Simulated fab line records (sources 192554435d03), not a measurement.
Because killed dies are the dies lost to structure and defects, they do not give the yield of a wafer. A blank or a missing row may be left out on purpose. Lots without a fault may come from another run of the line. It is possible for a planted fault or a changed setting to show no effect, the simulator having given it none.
What tool caused it? | flow n5 finfet | 15 lots, 42 wafers sampled, at 8 steps of a route of 1938

== WHAT THE GAUGES READ, wafer by wafer ==
N5_BEOL_M2_CD_MEAS_18: pitch 36 nm, target cd 18 nm.
lot  | measured     | on        | cd nm (nm)
L158 | day 7 16:26  | cd sem-03 | 18.0 18.0 17.3
L159 | day 7 20:52  | cd sem-02 | 18.0 18.2 18.3
L162 | day 8 05:17  | cd sem-03 | 18.5 17.6 18.5
L163 | day 8 05:32  | cd sem-01 | 17.5 17.9 18.2
L165 | day 8 08:33  | cd sem-01 | 18.1 18.0
L166 | day 8 11:02  | cd sem-01 | - - -
L167 | day 8 20:47  | cd sem-01 | - - -
L169 | day 9 22:14  | cd sem-03 | - - -
L170 | day 10 08:04 | cd sem-03 | 18.3 18.0 18.7
L175 | day 10 21:20 | cd sem-01 | 19.1 17.6 17.6
L177 | day 11 08:08 | cd sem-02 | 18.1 17.7
L178 | day 12 00:14 | cd sem-01 | 17.9 18.7 18.9
L179 | day 12 10:04 | cd sem-02 | 17.7 18.5 18.1
L181 | day 12 16:44 | cd sem-01 | 17.8 18.3 18.0
L180 | day 12 23:39 | cd sem-03 | 17.8 17.5

N5_BEOL_M4_RC_MEAS_101.
lot  | measured     | on        | DIBL_N (mV/V)  | DIBL_P (mV/V)  | IOFF_N (nA/um) | IOFF_P (nA/um) | ION_N (uA/um) | ION_P (uA/um) | SS_N (mV/dec)  | SS_P (mV/dec)  | VT_N (mV)   | VT_P (mV)
L158 | day 8 23:01  | prober-02 | 35.5 38.1 38.1 | 34.9 37.4 38.4 | 0.14 0.18 0.19 | 0.22 0.26 0.28 | 681 683 691   | 465 468 471   | 71.0 71.8 71.3 | 73.4 73.6 73.9 | 248 248 245 | -249 -246 -247
L159 | day 8 21:14  | prober-01 | 33.9 32.7 35.4 | 33.3 31.5 35.5 | 0.14 0.12 0.15 | 0.19 0.17 0.21 | 673 665 683   | 461 459 467   | 71.0 70.9 70.4 | 73.1 72.2 72.8 | 248 252 249 | -250 -253 -249
L162 | day 9 14:35  | prober-01 | 34.5 35.3 32.5 | 36.6 36.7 32.8 | 0.17 0.18 0.12 | 0.26 0.25 0.18 | 682 685 666   | 477 473 460   | 70.6 71.1 70.1 | 72.9 72.7 71.6 | 245 245 253 | -245 -245 -249
L163 | day 9 14:20  | prober-02 | 36.7 35.8 35.3 | 36.3 34.3 34.4 | 0.16 0.14 0.14 | 0.21 0.17 0.18 | 684 684 674   | 467 462 462   | 70.8 71.0 70.6 | 73.6 73.2 72.6 | 249 252 251 | -251 -254 -250
L165 | day 9 22:29  | prober-01 | 34.2 36.1      | 34.3 35.9      | 0.13 0.17      | 0.19 0.21      | 670 683       | 454 465       | 71.1 72.0      | 73.6 73.6      | 251 249     | -250 -251
L170 | day 11 11:38 | prober-01 | 35.9 36.5 36.0 | 35.8 36.3 35.3 | 0.15 0.14 0.14 | 0.22 0.21 0.21 | 681 679 677   | 470 469 469   | 71.1 71.9 71.3 | 73.0 73.3 73.0 | 249 252 253 | -252 -250 -247
L175 | day 12 03:20 | prober-01 | 36.2 34.1 34.0 | 35.9 33.0 33.6 | 0.15 0.11 0.11 | 0.17 0.14 0.15 | 675 664 664   | 463 456 462   | 70.9 71.0 70.4 | 73.1 72.5 71.6 | 249 254 254 | -255 -258 -254
L177 | day 12 20:01 | prober-02 | 36.7 34.3      | 39.3 35.5      | 0.20 0.14      | 0.22 0.16      | 691 679       | 467 456       | 71.7 71.2      | 73.9 72.3      | 244 250     | -252 -255
L178 | day 13 18:41 | prober-02 | 36.4 37.2 38.1 | 37.7 38.2 39.5 | 0.16 0.18 0.20 | 0.22 0.23 0.25 | 681 680 699   | 469 464 476   | 71.8 71.8 71.8 | 73.6 74.4 74.7 | 249 249 245 | -251 -252 -249
L179 | day 14 01:46 | prober-01 | 37.9 38.5 37.8 | 36.6 37.6 37.1 | 0.17 0.20 0.19 | 0.21 0.24 0.22 | 691 696 703   | 463 469 470   | 71.6 71.7 71.1 | 73.4 74.8 73.7 | 248 245 245 | -250 -247 -249
L181 | day 14 04:23 | prober-01 | 37.0 36.6 38.6 | 37.6 37.2 39.7 | 0.16 0.17 0.20 | 0.22 0.22 0.27 | 687 683 688   | 469 462 470   | 71.7 71.3 72.0 | 73.4 73.8 74.9 | 250 247 245 | -251 -252 -249
L180 | day 14 09:19 | prober-02 | 40.8 36.5      | 43.6 37.9      | 0.28 0.16      | 0.32 0.22      | 701 672       | 481 462       | 72.3 72.2      | 74.5 72.9      | 241 253     | -247 -250

== WHAT TOOL EACH LOT RAN ON (gives the tool, then ch and the chambers of the sampled wafers, and finally the start) ==
lot  | N5_BEOL_M1_SPUTTER_81        | N5_BEOL_M1_ANNEAL_51             | N5_BEOL_M1_CMP_52            | N5_BEOL_M2_ETCH_63                 | N5_BEOL_M2_ETCH_64                 | N5_BEOL_M2_HM_OPEN_17
L158 | pvd sputter-01, day 7 12:07  | rtp anneal-01 ch 0, day 7 13:43  | cmp-03 ch 1,2,3, day 7 13:58 | rie diel-06 ch 2,3, day 7 16:03    | rie diel-06 ch 2,3, day 7 16:05    | rie metal-01 ch 0,1, day 7 16:17
L159 | pvd sputter-03, day 7 16:06  | rtp anneal-01 ch 0, day 7 17:40  | cmp-03 ch 1,2,3, day 7 18:00 | rie diel-05 ch 1,2,3, day 7 20:29  | rie diel-05 ch 1,2,3, day 7 20:31  | rie metal-03 ch 0,1, day 7 20:41
L162 | pvd sputter-01, day 7 22:12  | rtp anneal-01 ch 0, day 7 23:47  | cmp-01 ch 1,2,3, day 8 00:07 | rie diel-06 ch 1,2, day 8 04:53    | rie diel-06 ch 1,2, day 8 04:55    | rie metal-03 ch 0,1, day 8 05:05
L163 | pvd sputter-03, day 8 01:17  | rtp anneal-01 ch 0, day 8 02:50  | cmp-01 ch 0,1,2, day 8 03:05 | rie diel-01 ch 0,2,3, day 8 05:10  | rie diel-01 ch 0,2,3, day 8 05:11  | rie metal-01 ch 0,1, day 8 05:22
L165 | pvd sputter-02, day 8 04:48  | rtp anneal-01 ch 0, day 8 06:28  | cmp-03 ch 1,2, day 8 06:44   | rie diel-06 ch 0,2, day 8 08:10    | rie diel-06 ch 0,2, day 8 08:14    | rie metal-03 ch 0,1, day 8 08:25
L166 | pvd sputter-03, day 8 05:44  | rtp anneal-01 ch 0, day 8 07:16  | cmp-03 ch 0,2,3, day 8 07:34 | rie diel-05 ch 0,1,2, day 8 10:37  | rie diel-05 ch 0,1,2, day 8 10:39  | rie metal-01 ch 0,1, day 8 10:49
L167 | pvd sputter-03, day 8 16:47  | rtp anneal-02 ch 0, day 8 18:26  | cmp-01 ch 0,1, day 8 18:38   | rie diel-06 ch 0,1,2, day 8 20:20  | rie diel-06 ch 0,1,2, day 8 20:24  | rie metal-02 ch 0,1, day 8 20:33
L169 | pvd sputter-01, day 9 15:59  | rtp anneal-02 ch 0, day 9 17:31  | cmp-03 ch 0,1,3, day 9 17:53 | rie diel-06 ch 1,2,3, day 9 21:46  | rie diel-06 ch 1,2,3, day 9 21:48  | rie metal-03 ch 0, day 9 21:58
L170 | pvd sputter-01, day 10 03:21 | rtp anneal-02 ch 0, day 10 04:52 | cmp-03 ch 1,3, day 10 05:12  | rie diel-01 ch 1,2,3, day 10 07:41 | rie diel-01 ch 1,2,3, day 10 07:43 | rie metal-03 ch 0,1, day 10 07:53
L175 | pvd sputter-03, day 10 15:55 | rtp anneal-01 ch 0, day 10 18:11 | cmp-04 ch 0,1, day 10 18:29  | rie diel-06 ch 1,2, day 10 20:56   | rie diel-06 ch 1,2, day 10 20:58   | rie metal-02 ch 0,1, day 10 21:08
L177 | pvd sputter-01, day 11 04:23 | rtp anneal-01 ch 0, day 11 06:02 | cmp-01 ch 0,3, day 11 06:12  | rie diel-05 ch 1,3, day 11 07:44   | rie diel-05 ch 1,3, day 11 07:46   | rie metal-02 ch 0,1, day 11 07:58
L178 | pvd sputter-02, day 11 16:16 | rtp anneal-01 ch 0, day 11 17:50 | cmp-01 ch 0,2, day 11 18:15  | rie diel-01 ch 1,2, day 11 23:52   | rie diel-01 ch 1,2, day 11 23:53   | rie metal-01 ch 0,1, day 12 00:04
L179 | pvd sputter-01, day 12 03:50 | rtp anneal-02 ch 0, day 12 05:24 | cmp-03 ch 2,3, day 12 05:41  | rie diel-01 ch 0,1,2, day 12 09:35 | rie diel-01 ch 0,1,2, day 12 09:37 | rie metal-03 ch 0,1, day 12 09:47
L181 | pvd sputter-01, day 12 11:46 | rtp anneal-01 ch 0, day 12 13:22 | cmp-01 ch 2,3, day 12 13:50  | rie diel-05 ch 0,2, day 12 16:21   | rie diel-05 ch 0,2, day 12 16:23   | rie metal-02 ch 0, day 12 16:33
L180 | pvd sputter-03, day 12 19:16 | rtp anneal-01 ch 0, day 12 20:55 | cmp-03 ch 0,1, day 12 21:04  | rie diel-06 ch 0,2, day 12 23:16   | rie diel-06 ch 0,2, day 12 23:17   | rie metal-02 ch 0,1, day 12 23:30
- N5_BEOL_M1_SPUTTER_81: material Cu, target thk 4.5 nm, time 8.29 s.
- N5_BEOL_M1_ANNEAL_51: time 90 s.
- N5_BEOL_M1_CMP_52: polishes, stops on SiOC, t overpolish 6.8 s, target thk 40 nm.
- N5_BEOL_M2_ETCH_63: etches SiARC in CF4, target depth 15.6 nm, time 26 s.
- N5_BEOL_M2_ETCH_64: etches SOC in N2/H2, target depth 75 nm, overetch 22.5 nm, time 121.9 s.
- N5_BEOL_M2_HM_OPEN_17: chemistry Cl2/BCl3, target TiN, target depth 20 nm, overetch 6 nm.

== AS READ BY THE TOOLS THEMSELVES (means over the sampled wafers that have a number; for cases with no such wafer, the mark the record gives instead) ==
N5_BEOL_M1_SPUTTER_81.
lot  | tool           | substrate temp c (C) | throttle valve pct (%)
L158 | pvd sputter-01 | -20.03               | 30.2
L159 | pvd sputter-03 | -20.06               | 31.0
L162 | pvd sputter-01 | -20.02               | 30.1
L163 | pvd sputter-03 | -19.97               | 30.7
L165 | pvd sputter-02 | -19.93               | 29.9
L166 | pvd sputter-03 | -20.08               | 31.5
L167 | pvd sputter-03 | -19.92               | 31.3
L169 | pvd sputter-01 | -20.03               | 29.9
L170 | pvd sputter-01 | -20.13               | 29.9
L175 | pvd sputter-03 | -19.99               | 31.0
L177 | pvd sputter-01 | -19.96               | 30.1
L178 | pvd sputter-02 | -19.93               | 31.1
L179 | pvd sputter-01 | -19.99               | 30.3
L181 | pvd sputter-01 | -19.95               | 30.2
L180 | pvd sputter-03 | -19.91               | 31.1

N5_BEOL_M1_ANNEAL_51.
lot  | tool          | anneal temp c max | wafer_temp_C_max
L158 | rtp anneal-01 | 226.08            | 227.3
L159 | rtp anneal-01 | 226.09            | 226.6
L162 | rtp anneal-01 | 226.34            | 226.9
L163 | rtp anneal-01 | 225.82            | 226.9
L165 | rtp anneal-01 | 226.09            | 226.6
L166 | rtp anneal-01 | 226.11            | 227.1
L167 | rtp anneal-02 | 225.60            | 226.1
L169 | rtp anneal-02 | 225.83            | 225.7
L170 | rtp anneal-02 | 225.85            | 225.9
L175 | rtp anneal-01 | 225.95            | 226.8
L177 | rtp anneal-01 | 225.96            | 226.9
L178 | rtp anneal-01 | 225.94            | 227.3
L179 | rtp anneal-02 | 226.20            | 225.9
L181 | rtp anneal-01 | 225.79            | 226.9
L180 | rtp anneal-01 | 225.75            | 227.2

N5_BEOL_M1_CMP_52.
lot  | tool   | barrier field endpoint s (s) | motor current A (A) | overpolish run s (s) | slurry flow ml min | time to endpoint s (s)
L158 | cmp-03 | 25.3                         | 5.7                 | 6.806                | 149.9              | 63
L159 | cmp-03 | 25.5                         | 5.7                 | 6.799                | 149.9              | 64
L162 | cmp-01 | 25.0                         | 6.2                 | 6.810                | 149.7              | 65
L163 | cmp-01 | 25.3                         | 6.2                 | 6.799                | 150.2              | 64
L165 | cmp-03 | 25.0                         | 5.3                 | 6.806                | 150.2              | 60
L166 | cmp-03 | 24.5                         | 5.7                 | 6.808                | 149.7              | 62
L167 | cmp-01 | 25.3                         | 6.0                 | 6.796                | 150.1              | 65
L169 | cmp-03 | 24.8                         | 5.7                 | 6.808                | 150.1              | 64
L170 | cmp-03 | 24.9                         | 6.1                 | 6.800                | 149.6              | 65
L175 | cmp-04 | 24.8                         | 6.3                 | 6.803                | 149.8              | 62
L177 | cmp-01 | 25.0                         | 5.8                 | 6.793                | 150.0              | 62
L178 | cmp-01 | 24.6                         | 6.1                 | 6.811                | 149.9              | 63
L179 | cmp-03 | 24.4                         | 5.8                 | 6.806                | 150.4              | 59
L181 | cmp-01 | 25.1                         | 6.0                 | 6.803                | 149.2              | 61
L180 | cmp-03 | 24.5                         | 5.4                 | 6.794                | 149.7              | 62

N5_BEOL_M2_ETCH_63.
lot  | tool        | bias w (W) | cf4 flow sccm (sccm) | drypump motor current A (A) | etch rf on time s (s) | oes product au (a.u.) | rf vpp V (V) | showerhead plenum p Torr (Torr) | throttle valve pct (%)
L158 | rie diel-06 | 35.94      | 100.1                | 5.2                         | 25.9                  | 0.65                  | 185.2        | 2.22                            | 15.72
L159 | rie diel-05 | 35.94      | 99.9                 | 6.0                         | 25.4                  | 0.71                  | 183.3        | 2.12                            | 15.66
L162 | rie diel-06 | 35.96      | 99.9                 | 5.8                         | 26.5                  | 0.65                  | 184.3        | 2.11                            | 15.59
L163 | rie diel-01 | 36.06      | 100.2                | 5.3                         | 25.5                  | 0.71                  | 184.9        | 2.18                            | 15.51
L165 | rie diel-06 | 35.97      | 99.8                 | 5.3                         | 25.6                  | 0.69                  | 183.8        | 2.20                            | 15.56
L166 | rie diel-05 | -          | -                    | -                           | -                     | -                     | -            | -                               | -
L167 | rie diel-06 | -          | -                    | -                           | -                     | -                     | -            | -                               | -
L169 | rie diel-06 | -          | -                    | -                           | -                     | -                     | -            | -                               | -
L170 | rie diel-01 | 35.96      | 100.1                | 5.5                         | 25.6                  | 0.68                  | 184.7        | 2.17                            | 15.60
L175 | rie diel-06 | 36.05      | 100.4                | 5.6                         | 26.2                  | 0.67                  | 184.5        | 2.17                            | 15.52
L177 | rie diel-05 | 36.02      | 99.8                 | 6.1                         | 25.8                  | 0.77                  | 184.1        | 2.12                            | 15.48
L178 | rie diel-01 | 35.99      | 100.2                | 5.7                         | 25.4                  | 0.71                  | 184.3        | 2.16                            | 15.54
L179 | rie diel-01 | 35.94      | 100.1                | 5.5                         | 25.4                  | 0.72                  | 185.8        | 2.16                            | 15.49
L181 | rie diel-05 | 36.04      | 99.8                 | 5.7                         | 25.6                  | 0.67                  | 183.9        | 2.13                            | 15.45
L180 | rie diel-06 | 35.90      | 99.8                 | 5.3                         | 25.7                  | 0.66                  | 184.2        | 2.19                            | 15.66

N5_BEOL_M2_ETCH_64.
lot  | tool        | bias w (W) | chamber pressure mTorr (mTorr) | drypump motor current A (A) | h2 flow sccm (sccm) | oes product au (a.u.) | rf vpp V (V) | showerhead plenum p Torr (Torr) | throttle valve pct (%)
L158 | rie diel-06 | 150.1      | 29.986                         | 5.2                         | 200.1               | 0.57                  | 526.4        | 2.63                            | 17.84
L159 | rie diel-05 | 150.4      | 30.002                         | 6.0                         | 199.9               | 0.62                  | 522.3        | 2.53                            | 17.90
L162 | rie diel-06 | 150.2      | 29.984                         | 5.9                         | 199.4               | 0.58                  | 524.1        | 2.50                            | 17.83
L163 | rie diel-01 | 150.1      | 29.984                         | 5.3                         | 200.2               | 0.62                  | 525.7        | 2.59                            | 17.72
L165 | rie diel-06 | 150.1      | 30.002                         | 5.2                         | 200.2               | 0.61                  | 525.6        | 2.62                            | 17.88
L166 | rie diel-05 | 150.0      | 29.985                         | 5.8                         | 200.2               | 0.32                  | 523.4        | 2.51                            | 17.70
L167 | rie diel-06 | 150.1      | 29.973                         | 5.6                         | 199.9               | 0.29                  | 524.3        | 2.55                            | 17.86
L169 | rie diel-06 | 149.9      | 29.980                         | 5.5                         | 200.0               | 0.31                  | 524.9        | 2.56                            | 17.69
L170 | rie diel-01 | 149.7      | 30.004                         | 5.5                         | 199.9               | 0.61                  | 525.0        | 2.58                            | 17.79
L175 | rie diel-06 | 150.3      | 30.033                         | 5.6                         | 199.9               | 0.60                  | 526.0        | 2.59                            | 17.78
L177 | rie diel-05 | 149.6      | 29.981                         | 6.1                         | 200.6               | 0.67                  | 524.6        | 2.54                            | 17.80
L178 | rie diel-01 | 150.0      | 29.971                         | 5.7                         | 199.7               | 0.63                  | 524.7        | 2.56                            | 17.71
L179 | rie diel-01 | 150.1      | 30.025                         | 5.5                         | 199.5               | 0.63                  | 525.0        | 2.56                            | 17.68
L181 | rie diel-05 | 149.8      | 30.027                         | 5.8                         | 199.8               | 0.60                  | 524.2        | 2.53                            | 17.72
L180 | rie diel-06 | 150.1      | 29.978                         | 5.3                         | 199.8               | 0.58                  | 524.8        | 2.60                            | 17.95

N5_BEOL_M2_HM_OPEN_17.
lot  | tool         | bcl3 flow sccm (sccm) | drypump motor current A (A) | oes product au (a.u.) | throttle valve pct (%)
L158 | rie metal-01 | 21.73                 | 5.8                         | 0.60                  | 21.88
L159 | rie metal-03 | 21.83                 | 6.4                         | 0.74                  | 22.03
L162 | rie metal-03 | 21.75                 | 6.3                         | 0.74                  | 22.04
L163 | rie metal-01 | 21.77                 | 5.2                         | 0.70                  | 22.00
L165 | rie metal-03 | 21.69                 | 6.3                         | 0.74                  | 22.04
L166 | rie metal-01 | 21.72                 | 5.2                         | 0.30                  | 22.65
L167 | rie metal-02 | 21.78                 | 5.9                         | 0.29                  | 23.01
L169 | rie metal-03 | 21.87                 | 6.3                         | 0.33                  | 22.71
L170 | rie metal-03 | 21.76                 | 6.3                         | 0.73                  | 22.04
L175 | rie metal-02 | 21.71                 | 5.7                         | 0.62                  | 22.19
L177 | rie metal-02 | 21.77                 | 5.8                         | 0.62                  | 22.29
L178 | rie metal-01 | 21.72                 | 5.8                         | 0.78                  | 21.62
L179 | rie metal-03 | 21.77                 | 6.4                         | 0.72                  | 22.05
L181 | rie metal-02 | 21.74                 | 5.6                         | 0.60                  | 22.01
L180 | rie metal-02 | 21.73                 | 5.8                         | 0.62                  | 22.29

== THE ANSWER, worked out from the rows above alone ==
Rule: the usual values come from the lots themselves. The widest of any qualifying gaps counts: lots, ordered by their means at a reading, are off when they make up no more than a third of the lots, leave a main group of 4 or more, and stand apart from it by 3 or more times the standard deviation of that group's means. The tables above print the reading to a certain number of digits; a main group whose means all agree to those digits is not used. A lot without any number at a reading at which 4 lots or more have one is off too. The other lots that the step has rows for count as sound. The gauges are gone through in route order, then the tools' own readings, and for those a lot's mean is taken as printed above. At the first step where some lot is off, the reading lying furthest off is the one used; lots without a number count as furthest.
Off, at N5_BEOL_M2_CD_MEAS_18 on cd nm: L166, L167, L169. Without a number there: L166, L167, L169. The main group has a mean of 18.1 nm with a standard deviation of 0.23.
If a tool, at a process step before that reading, ran all the lots that are off and no sound lot after the first of them, it fits. The gauges at N5_BEOL_M2_CD_MEAS_18 aren't tried: what is off there is off at N5_BEOL_M2_ETCH_63 too, on other tools, and a gauge's error can't cause that. No candidate that was tried fits.

== WHAT WAS PUT IN BY THE SIMULATOR ==
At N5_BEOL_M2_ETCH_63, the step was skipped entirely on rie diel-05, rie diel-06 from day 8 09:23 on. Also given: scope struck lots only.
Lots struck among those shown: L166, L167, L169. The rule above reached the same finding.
